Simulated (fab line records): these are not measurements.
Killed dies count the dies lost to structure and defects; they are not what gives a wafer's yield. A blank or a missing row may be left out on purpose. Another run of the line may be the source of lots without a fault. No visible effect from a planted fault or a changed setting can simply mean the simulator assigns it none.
fab line records / flow nand_harc / part 2 of 2: steps 24 to 34 of 34
record lots=5 wafers=15 last_day=33
route steps=1302 shown A_STAIRCASE@818
lots with no fault: from the same line, run without faults
start_h: the number of hours between the record's first day and the start of the first shown wafer of the lot / wait_h: time in hours since the lot's previous step / " as in the row above / L1.1+2: several wafers, shown together as one row / - no value present, or no start provided / * or withheld: withheld / < > ~ a bound
route shown NAME@n: names a module that has steps shown in the file, with the first one's number in the route / usual: average and standard deviation across the fault-free wafers / same: alike in all rows / chamber/n: place in a boat / sites: the reading at each site / _std_site: the standard deviation of these / _edge_site: outer sites' mean less inner sites' / radius_mm: how far each site lies from the wafer's centre / mask NAME#n: copy n / behind: the most recent tool/chamber to have shaped the wafer / hold: cause of the lot's hold/its duration in hours/its outcome / device: whichever transistor did not switch (one of n, p or np) / end of line: the tests these same wafers got at the end of their route / where a step has no rows: the recipe by itself / killed: dies that structure and defects cost at the first sort, which is not the same as the wafer's yield / map: dies across one wafer; x = killed, . = not, _ = none there
set.NAME: the run value of the setting; set.NAME@STEP: its run value at that earlier step / model.NAME: the simulator's own value behind a step, which no gauge read
a table for each step, a row for each wafer; lots at some steps of the route
services: the hour from which a tool's chamber was out of use, counted from the record's first day as start_h (under 0 if before that day), plus the number of hours and why
## steps
# step NHARC_A_STAIRCASE_STRIP_476
# recipe time_s=20 o2_flow_sccm=500 ar_flow_sccm=0 bias_w=0 chemistry=O2
# usual chamber_pressure_mTorr=60.00/0.053 drypump_motor_current_A=5.9/0.46 oes_product_au=0.999/0.0098 rf_vpp_V=57.5/0.84 showerhead_plenum_p_Torr=3.45/0.14 throttle_valve_pct=17.037/0.0088
# same bias_w=0
lot.wafer=L075.3 tool=rie_diel-04 chamber=0 start_h=390.18 wait_h=0.1 chamber_pressure_mTorr=60.05 drypump_motor_current_A=6.6 oes_product_au=1.010 rf_hours_counter_h=7 rf_vpp_V=57.9 showerhead_plenum_p_Torr=3.59 throttle_valve_pct=17.031
lot.wafer=L075.2 tool=rie_diel-04 chamber=1 start_h=390.18 wait_h=0.1 chamber_pressure_mTorr=60.05 drypump_motor_current_A=5.7 oes_product_au=1.002 rf_hours_counter_h=9 rf_vpp_V=57.7 showerhead_plenum_p_Torr=3.56 throttle_valve_pct=17.039
lot.wafer=L075.4 tool=rie_diel-04 chamber=2 start_h=390.18 wait_h=0.1 chamber_pressure_mTorr=60.05 drypump_motor_current_A=5.6 oes_product_au=1.001 rf_hours_counter_h=9 rf_vpp_V=58.0 showerhead_plenum_p_Torr=3.45 throttle_valve_pct=17.029
lot.wafer=L086.2 tool=rie_diel-11 chamber=2 start_h=506.30 wait_h=0.1 chamber_pressure_mTorr=60.04 drypump_motor_current_A=5.5 oes_product_au=1.016 rf_hours_counter_h=16 rf_vpp_V=57.7 showerhead_plenum_p_Torr=3.30 throttle_valve_pct=17.035
lot.wafer=L086.3 tool=rie_diel-11 chamber=3 start_h=506.30 wait_h=0.1 chamber_pressure_mTorr=60.07 drypump_motor_current_A=5.4 oes_product_au=1.002 rf_hours_counter_h=20 rf_vpp_V=57.7 showerhead_plenum_p_Torr=3.76 throttle_valve_pct=17.040
lot.wafer=L086.5 tool=rie_diel-11 chamber=0 start_h=506.30 wait_h=0.1 chamber_pressure_mTorr=59.95 drypump_motor_current_A=6.3 oes_product_au=0.999 rf_hours_counter_h=- rf_vpp_V=57.2 showerhead_plenum_p_Torr=3.46 throttle_valve_pct=17.036
lot.wafer=L090.2 tool=rie_diel-11 chamber=3 start_h=558.89 wait_h=0.1 chamber_pressure_mTorr=60.05 drypump_motor_current_A=5.4 oes_product_au=0.988 rf_hours_counter_h=40 rf_vpp_V=57.4 showerhead_plenum_p_Torr=3.75 throttle_valve_pct=17.033
lot.wafer=L090.4 tool=rie_diel-11 chamber=1 start_h=558.89 wait_h=0.1 chamber_pressure_mTorr=60.02 drypump_motor_current_A=5.8 oes_product_au=0.990 rf_hours_counter_h=38 rf_vpp_V=56.1 showerhead_plenum_p_Torr=3.40 throttle_valve_pct=17.051
lot.wafer=L090.5 tool=rie_diel-11 chamber=0 start_h=558.89 wait_h=0.1 chamber_pressure_mTorr=59.87 drypump_motor_current_A=6.3 oes_product_au=0.991 rf_hours_counter_h=- rf_vpp_V=56.8 showerhead_plenum_p_Torr=3.45 throttle_valve_pct=17.043
lot.wafer=L096.2 tool=rie_diel-05 chamber=0 start_h=606.30 wait_h=0.1 chamber_pressure_mTorr=59.93 drypump_motor_current_A=6.7 oes_product_au=0.999 rf_hours_counter_h=3 rf_vpp_V=57.9 showerhead_plenum_p_Torr=3.30 throttle_valve_pct=17.029
lot.wafer=L096.3 tool=rie_diel-05 chamber=1 start_h=606.30 wait_h=0.1 chamber_pressure_mTorr=59.91 drypump_motor_current_A=5.3 oes_product_au=1.002 rf_hours_counter_h=4 rf_vpp_V=57.3 showerhead_plenum_p_Torr=3.35 throttle_valve_pct=17.041
lot.wafer=L096.4 tool=rie_diel-05 chamber=2 start_h=606.30 wait_h=0.1 chamber_pressure_mTorr=59.97 drypump_motor_current_A=6.2 oes_product_au=1.002 rf_hours_counter_h=5 rf_vpp_V=57.3 showerhead_plenum_p_Torr=3.55 throttle_valve_pct=17.040
lot.wafer=L097.2 tool=rie_diel-05 chamber=2 start_h=617.42 wait_h=0.1 chamber_pressure_mTorr=60.03 drypump_motor_current_A=6.2 oes_product_au=1.017 rf_hours_counter_h=8 rf_vpp_V=58.0 showerhead_plenum_p_Torr=3.55 throttle_valve_pct=17.040
lot.wafer=L097.3 tool=rie_diel-05 chamber=0 start_h=617.42 wait_h=0.1 chamber_pressure_mTorr=59.94 drypump_motor_current_A=6.7 oes_product_au=1.007 rf_hours_counter_h=6 rf_vpp_V=55.8 showerhead_plenum_p_Torr=3.30 throttle_valve_pct=17.020
lot.wafer=L097.6 tool=rie_diel-05 chamber=1 start_h=617.42 wait_h=0.1 chamber_pressure_mTorr=59.97 drypump_motor_current_A=5.3 oes_product_au=1.008 rf_hours_counter_h=- rf_vpp_V=58.1 showerhead_plenum_p_Torr=3.35 throttle_valve_pct=17.040
# step NHARC_A_STAIRCASE_DEP_417
# recipe target_thk_a=600 step_coverage_pct=20 temp_c=400 target_thk_nm=60 flow_sccm=200 rf_w=450 material=Si3N4
# usual heater_power_w=685/130
lot.wafer=L075.3 tool=pecvd-01 chamber=1 start_h=390.27 wait_h=- heater_power_w=717
lot.wafer=L075.2 tool=pecvd-01 chamber=0 start_h=390.27 wait_h=- heater_power_w=934
lot.wafer=L075.4 tool=pecvd-01 chamber=0 start_h=390.27 wait_h=- heater_power_w=921
lot.wafer=L086.2 tool=pecvd-01 chamber=2 start_h=506.39 wait_h=- heater_power_w=482
lot.wafer=L086.3 tool=pecvd-01 chamber=0 start_h=506.39 wait_h=- heater_power_w=958
lot.wafer=L086.5 tool=pecvd-01 chamber=2 start_h=506.39 wait_h=- heater_power_w=479
lot.wafer=L090.2 tool=pecvd-01 chamber=2 start_h=558.99 wait_h=- heater_power_w=505
lot.wafer=L090.5 tool=pecvd-01 chamber=2 start_h=558.99 wait_h=- heater_power_w=498
lot.wafer=L090.4 tool=pecvd-01 chamber=0 start_h=558.99 wait_h=- heater_power_w=871
lot.wafer=L096.3 tool=pecvd-03 chamber=2 start_h=606.39 wait_h=- heater_power_w=764
lot.wafer=L096.2 tool=pecvd-03 chamber=0 start_h=606.39 wait_h=- heater_power_w=523
lot.wafer=L096.4 tool=pecvd-03 chamber=2 start_h=606.39 wait_h=- heater_power_w=788
lot.wafer=L097.2 tool=pecvd-03 chamber=0 start_h=617.51 wait_h=- heater_power_w=577
lot.wafer=L097.3 tool=pecvd-03 chamber=2 start_h=617.51 wait_h=- heater_power_w=702
lot.wafer=L097.6 tool=pecvd-03 chamber=0 start_h=617.51 wait_h=- heater_power_w=595
# step NHARC_A_STAIRCASE_WET_418
# recipe temp_c=160 target_depth_a=200 chemistry=H3PO4
lot.wafer=L075.2+3+4 tool=wet_h3po4-01 chamber=1 start_h=392.26 wait_h=-
lot.wafer=L086.2+3+5 tool=wet_h3po4-01 chamber=0 start_h=508.39 wait_h=-
lot.wafer=L090.2+4+5 tool=wet_h3po4-01 chamber=1 start_h=559.46 wait_h=-
lot.wafer=L096.2+3+4 tool=wet_h3po4-01 chamber=1 start_h=608.17 wait_h=-
lot.wafer=L097.2+3+6 tool=wet_h3po4-01 chamber=0 start_h=620.29 wait_h=-
# step NHARC_A_STAIRCASE_PRECLEAN_419
# recipe time_s=* temp_c=50 bath_age_min=0 chemistry=SC1
lot.wafer=L075.2+4+3 tool=wet_bench-06 chamber=7,0,1 start_h=392.83 wait_h=0.0
lot.wafer=L086.5+2+3 tool=wet_bench-06 chamber=7,2,3 start_h=508.96 wait_h=0.0
lot.wafer=L090.5+2+4 tool=wet_bench-02 chamber=2,4,5 start_h=560.05 wait_h=0.0
lot.wafer=L096.3+2+4 tool=wet_bench-03 chamber=4,5,0 start_h=608.75 wait_h=0.0
lot.wafer=L097.2+6+3 tool=wet_bench-03 chamber=0,3,5 start_h=620.86 wait_h=0.0
# step NHARC_A_STAIRCASE_SRD_421
lot.wafer=L075.2+4+3 tool=wet_bench-06 chamber=7,0,1 start_h=- wait_h=-
lot.wafer=L086.5+2+3 tool=wet_bench-06 chamber=7,2,3 start_h=- wait_h=-
lot.wafer=L090.5+2+4 tool=wet_bench-02 chamber=2,4,5 start_h=- wait_h=-
lot.wafer=L096.3+2+4 tool=wet_bench-03 chamber=4,5,0 start_h=- wait_h=-
lot.wafer=L097.2+6+3 tool=wet_bench-03 chamber=0,3,5 start_h=- wait_h=-
# step NHARC_A_STAIRCASE_ALD_420
# recipe target_thk_a=200 pulse_time_s=6 ald_cycles=200 temp_c=300 material=SiO2
# usual heater_power_w=456/35 precursor_pulse_height_rel=0.999/0.019
lot.wafer=L075.4 tool=ald_hk-01 chamber=1 start_h=392.98 wait_h=- heater_power_w=449 precursor_pulse_height_rel=1.024
lot.wafer=L075.3 tool=ald_hk-01 chamber=2 start_h=392.98 wait_h=- heater_power_w=454 precursor_pulse_height_rel=1.007
lot.wafer=L075.2 tool=ald_hk-01 chamber=3 start_h=392.98 wait_h=- heater_power_w=460 precursor_pulse_height_rel=1.032
lot.wafer=L086.2 tool=ald_hk-03 chamber=1 start_h=509.10 wait_h=- heater_power_w=477 precursor_pulse_height_rel=1.016
lot.wafer=L086.3 tool=ald_hk-03 chamber=3 start_h=509.10 wait_h=- heater_power_w=438 precursor_pulse_height_rel=0.967
lot.wafer=L086.5 tool=ald_hk-03 chamber=2 start_h=509.10 wait_h=- heater_power_w=468 precursor_pulse_height_rel=0.972
lot.wafer=L090.2 tool=ald_hk-03 chamber=2 start_h=560.19 wait_h=- heater_power_w=466 precursor_pulse_height_rel=1.025
lot.wafer=L090.4 tool=ald_hk-03 chamber=0 start_h=560.19 wait_h=- heater_power_w=417 precursor_pulse_height_rel=1.001
lot.wafer=L090.5 tool=ald_hk-03 chamber=3 start_h=560.19 wait_h=- heater_power_w=452 precursor_pulse_height_rel=1.031
lot.wafer=L096.2 tool=ald_hk-01 chamber=0 start_h=608.90 wait_h=- heater_power_w=451 precursor_pulse_height_rel=0.993
lot.wafer=L096.4 tool=ald_hk-01 chamber=1 start_h=608.90 wait_h=- heater_power_w=454 precursor_pulse_height_rel=0.984
lot.wafer=L096.3 tool=ald_hk-01 chamber=3 start_h=608.90 wait_h=- heater_power_w=472 precursor_pulse_height_rel=0.981
lot.wafer=L097.3 tool=ald_hk-01 chamber=3 start_h=621.01 wait_h=- heater_power_w=462 precursor_pulse_height_rel=0.995
lot.wafer=L097.2 tool=ald_hk-01 chamber=1 start_h=621.01 wait_h=- heater_power_w=453 precursor_pulse_height_rel=0.986
lot.wafer=L097.6 tool=ald_hk-01 chamber=0 start_h=621.01 wait_h=- heater_power_w=443 precursor_pulse_height_rel=1.005
# step NHARC_A_STAIRCASE_CVD_552
# recipe target_thk_a=400 temp_c=700 pressure_mtorr=300 material=SiNx
# usual spike_tc_lower_C=700.0/1.1
lot.wafer=L075.2 tool=lpcvd-01 chamber=1 start_h=- wait_h=- spike_tc_lower_C=700.5
lot.wafer=L075.3 tool=lpcvd-01 chamber=1 start_h=- wait_h=- spike_tc_lower_C=699.8
lot.wafer=L075.4 tool=lpcvd-01 chamber=1 start_h=- wait_h=- spike_tc_lower_C=701.2
lot.wafer=L086.2 tool=lpcvd-02 chamber=1 start_h=- wait_h=- spike_tc_lower_C=698.8
lot.wafer=L086.3 tool=lpcvd-02 chamber=1 start_h=- wait_h=- spike_tc_lower_C=702.0
lot.wafer=L086.5 tool=lpcvd-02 chamber=1 start_h=- wait_h=- spike_tc_lower_C=698.1
lot.wafer=L090.2 tool=lpcvd-01 chamber=1 start_h=- wait_h=- spike_tc_lower_C=698.8
lot.wafer=L090.4 tool=lpcvd-01 chamber=1 start_h=- wait_h=- spike_tc_lower_C=701.2
lot.wafer=L090.5 tool=lpcvd-01 chamber=1 start_h=- wait_h=- spike_tc_lower_C=700.4
lot.wafer=L096.2 tool=lpcvd-01 chamber=0 start_h=- wait_h=- spike_tc_lower_C=700.4
lot.wafer=L096.3 tool=lpcvd-01 chamber=0 start_h=- wait_h=- spike_tc_lower_C=700.7
lot.wafer=L096.4 tool=lpcvd-01 chamber=0 start_h=- wait_h=- spike_tc_lower_C=701.5
lot.wafer=L097.2 tool=lpcvd-02 chamber=1 start_h=- wait_h=- spike_tc_lower_C=698.9
lot.wafer=L097.3 tool=lpcvd-02 chamber=1 start_h=- wait_h=- spike_tc_lower_C=699.9
lot.wafer=L097.6 tool=lpcvd-02 chamber=1 start_h=- wait_h=- spike_tc_lower_C=700.4
# step NHARC_A_STAIRCASE_DEP_151
# recipe target_thk_a=72000 temp_c=400 target_thk_nm=7200 teos_flow_sccm=200 rf_w=500 material=SiO2
# usual heater_power_w=629/130
lot.wafer=L075.2 tool=pecvd-01 chamber=0 start_h=401.19 wait_h=0.5 heater_power_w=780
lot.wafer=L075.3 tool=pecvd-01 chamber=1 start_h=401.19 wait_h=0.5 heater_power_w=687
lot.wafer=L075.4 tool=pecvd-01 chamber=2 start_h=401.19 wait_h=0.5 heater_power_w=447
lot.wafer=L086.3 tool=pecvd-01 chamber=2 start_h=517.81 wait_h=0.9 heater_power_w=480
lot.wafer=L086.2 tool=pecvd-01 chamber=1 start_h=517.81 wait_h=0.9 heater_power_w=751
lot.wafer=L086.5 tool=pecvd-01 chamber=2 start_h=517.81 wait_h=0.9 heater_power_w=404
lot.wafer=L090.2 tool=pecvd-03 chamber=2 start_h=566.33 wait_h=0.6 heater_power_w=713
lot.wafer=L090.4 tool=pecvd-03 chamber=2 start_h=566.33 wait_h=0.6 heater_power_w=676
lot.wafer=L090.5 tool=pecvd-03 chamber=0 start_h=566.33 wait_h=0.6 heater_power_w=443
lot.wafer=L096.3 tool=pecvd-03 chamber=0 start_h=620.53 wait_h=0.5 heater_power_w=549
lot.wafer=L096.2 tool=pecvd-03 chamber=2 start_h=620.53 wait_h=0.5 heater_power_w=808
lot.wafer=L096.4 tool=pecvd-03 chamber=1 start_h=620.53 wait_h=0.5 heater_power_w=626
lot.wafer=L097.3 tool=pecvd-02 chamber=2 start_h=629.14 wait_h=0.4 heater_power_w=660
lot.wafer=L097.2 tool=pecvd-02 chamber=0 start_h=629.14 wait_h=0.4 heater_power_w=517
lot.wafer=L097.6 tool=pecvd-02 chamber=0 start_h=629.14 wait_h=0.4 heater_power_w=481
# step NHARC_A_STAIRCASE_ANNEAL_320
# recipe temp_c=750 time_s=1800
# usual spike_tc_lower_C=750.9/1.7
lot.wafer=L075.2 tool=furnace-03 chamber=0 start_h=405.05 wait_h=- spike_tc_lower_C=751.6
lot.wafer=L075.3 tool=furnace-03 chamber=0 start_h=405.05 wait_h=- spike_tc_lower_C=752.1
lot.wafer=L075.4 tool=furnace-03 chamber=0 start_h=405.05 wait_h=- spike_tc_lower_C=752.5
lot.wafer=L086.2 tool=furnace-04 chamber=0 start_h=522.59 wait_h=- spike_tc_lower_C=749.0
lot.wafer=L086.3 tool=furnace-04 chamber=0 start_h=522.59 wait_h=- spike_tc_lower_C=748.4
lot.wafer=L086.5 tool=furnace-04 chamber=0 start_h=522.59 wait_h=- spike_tc_lower_C=747.9
lot.wafer=L090.2 tool=furnace-03 chamber=0 start_h=570.06 wait_h=- spike_tc_lower_C=752.8
lot.wafer=L090.4 tool=furnace-03 chamber=0 start_h=570.06 wait_h=- spike_tc_lower_C=752.8
lot.wafer=L090.5 tool=furnace-03 chamber=0 start_h=570.06 wait_h=- spike_tc_lower_C=750.7
lot.wafer=L096.2 tool=furnace-06 chamber=0 start_h=625.13 wait_h=- spike_tc_lower_C=750.5
lot.wafer=L096.3 tool=furnace-06 chamber=0 start_h=625.13 wait_h=- spike_tc_lower_C=748.9
lot.wafer=L096.4 tool=furnace-06 chamber=0 start_h=625.13 wait_h=- spike_tc_lower_C=752.4
lot.wafer=L097.2 tool=furnace-04 chamber=0 start_h=635.63 wait_h=- spike_tc_lower_C=749.5
lot.wafer=L097.3 tool=furnace-04 chamber=0 start_h=635.63 wait_h=- spike_tc_lower_C=747.2
lot.wafer=L097.6 tool=furnace-04 chamber=0 start_h=635.63 wait_h=- spike_tc_lower_C=748.8
# step NHARC_A_STAIRCASE_DEP_322
# recipe target_thk_a=72000 temp_c=400 target_thk_nm=7200 teos_flow_sccm=200 rf_w=500 material=SiO2
# usual heater_power_w=622/130
lot.wafer=L075.2 tool=pecvd-02 chamber=2 start_h=408.44 wait_h=0.1 heater_power_w=701
lot.wafer=L075.3 tool=pecvd-02 chamber=0 start_h=408.44 wait_h=0.1 heater_power_w=604
lot.wafer=L075.4 tool=pecvd-02 chamber=0 start_h=408.44 wait_h=0.1 heater_power_w=493
lot.wafer=L086.2 tool=pecvd-01 chamber=1 start_h=526.06 wait_h=0.2 heater_power_w=631
lot.wafer=L086.3 tool=pecvd-01 chamber=2 start_h=526.06 wait_h=0.2 heater_power_w=517
lot.wafer=L086.5 tool=pecvd-01 chamber=1 start_h=526.06 wait_h=0.2 heater_power_w=616
lot.wafer=L090.2 tool=pecvd-03 chamber=0 start_h=574.22 wait_h=0.8 heater_power_w=571
lot.wafer=L090.5 tool=pecvd-03 chamber=1 start_h=574.22 wait_h=0.8 heater_power_w=609
lot.wafer=L090.4 tool=pecvd-03 chamber=2 start_h=574.22 wait_h=0.8 heater_power_w=664
lot.wafer=L096.3 tool=pecvd-01 chamber=0 start_h=628.56 wait_h=0.1 heater_power_w=850
lot.wafer=L096.2 tool=pecvd-01 chamber=2 start_h=628.56 wait_h=0.1 heater_power_w=488
lot.wafer=L096.4 tool=pecvd-01 chamber=2 start_h=628.56 wait_h=0.1 heater_power_w=401
lot.wafer=L097.3 tool=pecvd-01 chamber=0 start_h=639.34 wait_h=0.4 heater_power_w=957
lot.wafer=L097.2 tool=pecvd-01 chamber=1 start_h=639.34 wait_h=0.4 heater_power_w=710
lot.wafer=L097.6 tool=pecvd-01 chamber=1 start_h=639.34 wait_h=0.4 heater_power_w=615
# step NHARC_A_STAIRCASE_ANNEAL_323
# recipe temp_c=750 time_s=1800
# usual spike_tc_lower_C=749.7/1.8
lot.wafer=L075.2 tool=furnace-04 chamber=0 start_h=410.14 wait_h=- spike_tc_lower_C=747.9
lot.wafer=L075.3 tool=furnace-04 chamber=0 start_h=410.14 wait_h=- spike_tc_lower_C=749.7
lot.wafer=L075.4 tool=furnace-04 chamber=0 start_h=410.14 wait_h=- spike_tc_lower_C=748.4
lot.wafer=L086.2 tool=furnace-03 chamber=0 start_h=529.90 wait_h=- spike_tc_lower_C=750.6
lot.wafer=L086.3 tool=furnace-03 chamber=0 start_h=529.90 wait_h=- spike_tc_lower_C=750.3
lot.wafer=L086.5 tool=furnace-03 chamber=0 start_h=529.90 wait_h=- spike_tc_lower_C=752.3
lot.wafer=L090.2 tool=furnace-04 chamber=0 start_h=577.21 wait_h=- spike_tc_lower_C=746.5
lot.wafer=L090.4 tool=furnace-04 chamber=0 start_h=577.21 wait_h=- spike_tc_lower_C=749.2
lot.wafer=L090.5 tool=furnace-04 chamber=0 start_h=577.21 wait_h=- spike_tc_lower_C=749.3
lot.wafer=L096.2 tool=furnace-03 chamber=0 start_h=634.93 wait_h=- spike_tc_lower_C=751.5
lot.wafer=L096.3 tool=furnace-03 chamber=0 start_h=634.93 wait_h=- spike_tc_lower_C=750.5
lot.wafer=L096.4 tool=furnace-03 chamber=0 start_h=634.93 wait_h=- spike_tc_lower_C=752.7
lot.wafer=L097.2 tool=furnace-06 chamber=0 start_h=645.01 wait_h=- spike_tc_lower_C=749.7
lot.wafer=L097.3 tool=furnace-06 chamber=0 start_h=645.01 wait_h=- spike_tc_lower_C=751.3
lot.wafer=L097.6 tool=furnace-06 chamber=0 start_h=645.01 wait_h=- spike_tc_lower_C=752.0
## services
tool=rie_diel-11 chamber=1 start_h=368.49 hours=3.0 kind=repair
tool=wet_bench-06 chamber=- start_h=369.60 hours=8.0 kind=pm
tool=rie_diel-05 chamber=- start_h=379.33 hours=0.6 kind=repair
tool=rie_diel-11 chamber=0 start_h=382.77 hours=2.6 kind=repair
tool=wet_bench-03 chamber=- start_h=386.40 hours=8.0 kind=pm
tool=rie_diel-05 chamber=2 start_h=387.19 hours=2.6 kind=repair
tool=rie_diel-04 chamber=2 start_h=396.83 hours=6.5 kind=repair
tool=rie_diel-05 chamber=- start_h=406.66 hours=9.0 kind=pm
tool=litho_track-07 chamber=- start_h=426.00 hours=7.0 kind=pm
tool=rie_diel-05 chamber=1 start_h=430.65 hours=7.7 kind=repair
tool=rie_diel-11 chamber=- start_h=433.46 hours=9.0 kind=pm
tool=pecvd-01 chamber=0 start_h=435.80 hours=5.0 kind=repair
tool=pecvd-01 chamber=- start_h=453.75 hours=2.0 kind=repair
tool=litho_track-05 chamber=- start_h=474.00 hours=7.0 kind=pm
tool=pecvd-01 chamber=- start_h=492.07 hours=13.0 kind=pm
tool=wet_bench-06 chamber=- start_h=545.60 hours=8.0 kind=pm
tool=wet_bench-03 chamber=- start_h=562.40 hours=8.0 kind=pm
tool=rie_diel-11 chamber=2 start_h=580.32 hours=2.7 kind=repair
tool=rie_diel-05 chamber=- start_h=583.66 hours=9.0 kind=pm
tool=wet_bench-06 chamber=- start_h=598.40 hours=1.7 kind=repair
tool=litho_track-07 chamber=- start_h=601.00 hours=7.0 kind=pm
tool=rie_diel-11 chamber=- start_h=610.70 hours=9.0 kind=pm
tool=rie_diel-05 chamber=0 start_h=624.22 hours=17.4 kind=repair
tool=rie_diel-11 chamber=2 start_h=643.46 hours=6.4 kind=repair
